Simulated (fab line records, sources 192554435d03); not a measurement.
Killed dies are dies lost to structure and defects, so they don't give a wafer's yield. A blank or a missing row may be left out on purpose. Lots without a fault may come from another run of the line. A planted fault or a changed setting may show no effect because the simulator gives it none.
Split-lot experiment | flow n5_finfet | 7 lots, 39 wafers read, on a route of 1938 steps

THE SPLIT
At N5_PASSIVATION_PASS_ETCH_47 (etches SiNx in CF4/O2, target depth 770 nm, time 385 s), the setting time_s was moved away from the recipe's 385 s on 15 of the 39 wafers read, by -48.2% to +25.3%. The other wafers ran this setting at the recipe's value.

The reading is taken at the split's own step.

THE READING
etch.depth_nm (the simulator's own value, which no gauge read), in nm, at N5_PASSIVATION_PASS_ETCH_47 (etches SiNx in CF4/O2, target depth 770 nm, time 385 s). The file gives no usual value for it. The 24 wafers here that ran the recipe average 773.8 nm, standard deviation 9.3 nm.

wafer  | tool, chamber at the split | time_s as run, s | against the recipe | etch.depth_nm, nm | against lot-mates on the recipe
L076.1 | rie_diel-02, 2             | 451.4            | +17.2%             | 921.9             | +140.8
L076.2 | rie_diel-02, 0             | 385              | recipe             | 786.1             | -
L076.3 | rie_diel-02, 3             | 385              | recipe             | 772.1             | -
L076.4 | rie_diel-02, 1             | 451.4            | +17.2%             | 907.6             | +126.5
L076.5 | rie_diel-02, 2             | 385              | recipe             | 785.1             | -
L076.6 | rie_diel-02, 1             | 451.4            | +17.2%             | 898.7             | +117.6
L077.1 | rie_diel-01, 1             | 385              | recipe             | 766.5             | -
L077.2 | rie_diel-01, 0             | 385              | recipe             | 769.5             | -
L077.3 | rie_diel-01, 2             | 199.3            | -48.2%             | 392.4             | -372.7
L077.4 | rie_diel-01, 2             | 199.3            | -48.2%             | 391.2             | -373.9
L077.5 | rie_diel-01, 1             | 199.3            | -48.2%             | 397.1             | -368.0
L077.6 | rie_diel-01, 0             | 385              | recipe             | 759.2             | -
L079.1 | rie_diel-01, 0             | 202.9            | -47.3%             | 401.4             | -359.7
L079.2 | rie_diel-01, 1             | 202.9            | -47.3%             | 406.2             | -354.9
L079.3 | rie_diel-01, 3             | 385              | recipe             | 756               | -
L079.4 | rie_diel-01, 2             | 202.9            | -47.3%             | 396.9             | -364.2
L079.5 | rie_diel-01, 0             | 385              | recipe             | 757.5             | -
L079.6 | rie_diel-01, 1             | 385              | recipe             | 769.9             | -
L083.1 | rie_diel-02, 2             | 385              | recipe             | 781               | -
L083.5 | rie_diel-02, 0             | 385              | recipe             | 785.2             | -
L083.6 | rie_diel-02, 1             | 385              | recipe             | 777.2             | -
L090.1 | rie_diel-02, 0             | 238.4            | -38.1%             | 491.5             | -290.8
L090.2 | rie_diel-02, 2             | 385              | recipe             | 782.7             | -
L090.3 | rie_diel-02, 1             | 385              | recipe             | 774.7             | -
L090.4 | rie_diel-02, 3             | 385              | recipe             | 789.6             | -
L090.5 | rie_diel-02, 1             | 238.4            | -38.1%             | 478.9             | -303.4
L090.6 | rie_diel-02, 0             | 238.4            | -38.1%             | 490.7             | -291.6
L094.1 | rie_diel-02, 2             | 385              | recipe             | 778.2             | -
L094.2 | rie_diel-02, 3             | 385              | recipe             | 772.6             | -
L094.3 | rie_diel-02, 1             | 385              | recipe             | 761.4             | -
L094.4 | rie_diel-02, 2             | 385              | recipe             | 777.2             | -
L094.5 | rie_diel-02, 3             | 385              | recipe             | 768.4             | -
L094.6 | rie_diel-02, 1             | 385              | recipe             | 765.9             | -
L096.1 | rie_diel-01, 3             | 482.4            | +25.3%             | 971.2             | +192.7
L096.2 | rie_diel-01, 0             | 385              | recipe             | 782.3             | -
L096.3 | rie_diel-01, 2             | 385              | recipe             | 777.5             | -
L096.4 | rie_diel-01, 1             | 482.4            | +25.3%             | 962.7             | +184.2
L096.5 | rie_diel-01, 2             | 482.4            | +25.3%             | 984.7             | +206.2
L096.6 | rie_diel-01, 3             | 385              | recipe             | 775.7             | -

THE FIT
A straight line over all 39 wafers: etch.depth_nm changes by +7.81 nm for each +1% of time_s; r = +1.00; the points scatter about the line by 9.2 nm.
The same after taking each lot's own level away (the mean of its wafers on the recipe; 39 wafers): +7.66 nm for each +1%; r = +1.00; scatter 6.3 nm.
On that fit, the largest move of time_s shifts the reading by 3.7e+02 nm.
The lots' own levels span 761.13 to 782.33 nm, that is 2.3 times the standard deviation above.
So the lot-to-lot level changes the slope little: the two slopes agree.
Check: with one of the wafers moved furthest among these (-48.2%) left out of the fit, the line predicts -370 nm for it against its lot-mates. It came out at -373 nm against them.

OTHER SPLITS ON THESE WAFERS
These wafers also went through other splits before the reading. Each is held against what the fit with the lots' levels taken away leaves over:
other split on the same wafers        | wafers away from the commonest value | r with etch.depth_nm (lot level and that fit taken away)
N5_BEOL_M10_TRENCH_ETCH_37 time_s     | 9                                    | +0.07
N5_BEOL_M14_DEVELOP_27 develop_time_s | 15                                   | +0.09

THE FILE'S OWN FIT
etch.depth_nm changes by +7.67 nm for each +1% of time_s, r = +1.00.
